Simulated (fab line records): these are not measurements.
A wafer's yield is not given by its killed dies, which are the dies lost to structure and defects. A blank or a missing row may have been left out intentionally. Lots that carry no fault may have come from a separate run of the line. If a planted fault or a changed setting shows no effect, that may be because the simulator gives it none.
Problem report in the 8D (eight disciplines) form, filled by code | flow nand harc | the parts of the form that need people (team, actions taken, sign-off) are left out

1. PROBLEM STATEMENT
oes product au at NHARC_A_CHANNEL_FILL_D2_ETCHBACK_08 reads a mean of 1.24 a.u. on 1 wafer of 1 lot; wafers without a fault read 0.96 a.u. with a standard deviation of 0.039. That is +7.2 standard deviations from the usual mean.
The step: etches the open film in C4F8, target depth 220 nm, time 110 s.
The first sign was on wafer L133.1 at day 20 01:42, on rie diel-07. The record has a number at this step for 36 wafers belonging to 12 lots. The rule behind "out" and "out of limits": a value lying over 4 standard deviations away from the usual mean. Any other wafer with a number is counted as sound.

2. WHAT THIS IS AND IS NOT
question                    | is                | is not
which readings at this step | oes product au    | rf vpp V
which lots                  | L133              | L123, L124, L125, L126, L129, L131, L138, L140, L141, L143, L144
which wafers of those lots  | L133.1            | L133.5, L133.6
read on which tools         | rie diel-07       | rie diel-12
when                        | from day 20 01:42 | up to then (20 sound wafers); but 15 sound wafers of L138, L140, L141, L143, L144 came after

3. SUSPECTS, AND WHAT RULES EACH OUT
Counting: a tool at a process step up to the reading stays a suspect if it ran every lot that is out. Sound lots after the first of them don't rule it out here, since some wafers of a struck lot are sound.
- har etch-02 at NHARC_A_CHANNEL_HOLE_D2_ETCH_21 (etches the open film in C4F8/O2/Ar, time 514.3 s, target depth 1600 nm): kept. L133, the lot that is out, went through it at day 18 04:41; up to then, the latest sound lot through it was L131 at day 16 13:05.
- har etch-02 at NHARC_A_CHANNEL_HOLE_D2_ETCH_23 (etches the open film in C4F8/O2/Ar, time 819 s, target depth 1600 nm): kept. L133, the lot that is out, went through it at day 18 05:41; up to then, the latest sound lot through it was L131 at day 16 14:05.
- har etch-02 at NHARC_A_CHANNEL_HOLE_D2_ETCH_25 (etches the open film in C4F8/O2/Ar, time 1040.2 s, target depth 1500 nm): kept. L133, the lot that is out, went through it at day 18 07:08; up to then, the latest sound lot through it was L131 at day 16 15:34.
- rie diel-07 at NHARC_A_CHANNEL_FILL_D2_ETCHBACK_08 (etches the open film in C4F8, target depth 220 nm, time 110 s): kept. L133, the lot that is out, went through it at day 20 01:42; up to then, the latest sound lot through it was L129 at day 18 07:07. Its own oes product au readings are out on those wafers.
- rie diel-07, NHARC_A_CHANNEL_FILL_D2_ETCHBACK_08: wafers that are out in chamber 1, sound lot-mates in chambers 0, 3.
Left after counting: har etch-02 at NHARC_A_CHANNEL_HOLE_D2_ETCH_21, har etch-02 at NHARC_A_CHANNEL_HOLE_D2_ETCH_23, har etch-02 at NHARC_A_CHANNEL_HOLE_D2_ETCH_25, rie diel-07 at NHARC_A_CHANNEL_FILL_D2_ETCHBACK_08.

4. THE CAUSE (what the simulator had put in)
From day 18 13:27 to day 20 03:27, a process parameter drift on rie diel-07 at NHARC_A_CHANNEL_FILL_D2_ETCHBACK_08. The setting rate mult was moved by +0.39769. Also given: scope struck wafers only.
This tool is one of the 4 suspects left after counting.

5. SEQUENCE OF EFFECTS, ordered by route
Each row: a reading whose mean over the struck wafers that have a number lies more than 3 standard deviations from the usual. Readings are gone through only where the record gives a usual standard deviation; hours: the median, over the lots, of the time from a lot's start at the first step in this table giving one to that lot's start at this step; sigmas: the change measured in usual standard deviations.
hours | step                                | reading        | usual     | on struck wafers | change | sigmas
0     | NHARC_A_CHANNEL_FILL_D2_ETCHBACK_08 | oes product au | 0.96 a.u. | 1.24             | +0.28  | +7.2
It contains these process steps:
- NHARC_A_CHANNEL_FILL_D2_ETCHBACK_08: etches the open film in C4F8, target depth 220 nm, time 110 s.

6. WHAT WOULD HAVE CAUGHT IT SOONER
In this record no reading fell out of limits until day 20 01:42, 36 hours after the fault had begun at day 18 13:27.
